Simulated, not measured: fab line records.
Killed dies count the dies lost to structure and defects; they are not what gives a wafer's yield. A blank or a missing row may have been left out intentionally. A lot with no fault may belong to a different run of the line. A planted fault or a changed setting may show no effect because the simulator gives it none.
Matching of chambers -- flow nand harc -- NHARC_A_STAIRCASE_ETCH_169 on rie diel-01 has 4 sister chambers
The step etches the open film in CH3F/O2, target depth 50 nm, time 107.1 s. 4 wafers are shown with their chamber, then 10 later ones without.

== WAFERS, EACH WITH ITS CHAMBER ==
wafer,chamber,drypump motor current A (A)
L091.4,2,5.7
L091.6,3,6.1
L090.3,1,5.9
L090.5,0,5.4

== WAFERS MISSING THEIR CHAMBER ==
wafer,drypump motor current A (A)
L090.6,6.1
L092.3,5.9
L092.4,5.7
L092.6,5.4
L094.4,6.1
L094.5,5.7
L094.6,5.9
L095.1,5.6
L095.5,5.4
L095.6,6.1

== WHICH CHAMBER EACH WENT THROUGH ==
wafer,from the rows above,in truth
L090.6,3,3
L092.3,1,1
L092.4,2,2
L092.6,0,0
L094.4,3,3
L094.5,2,2
L094.6,1,1
L095.1,2,2
L095.5,0,0
L095.6,3,3
Correctly placed: 10 of 10. Can't be placed from these rows: 0. Number placed wrongly: 0.
How it was worked out, from the rows above alone: a wafer's distance from a chamber is the root of the sum, over the readings, of the square of ((its reading less the chamber's mean) divided by the reading's scatter). If the next closest chamber is less than 2 further off than the closest, the wafer can't be placed; otherwise it belongs to the closest. A chamber's mean is the mean of its shown wafers. The scatter (one wafer shown for each chamber): square how far every hidden wafer sits from the nearest shown wafer, average those squares and take the square root.
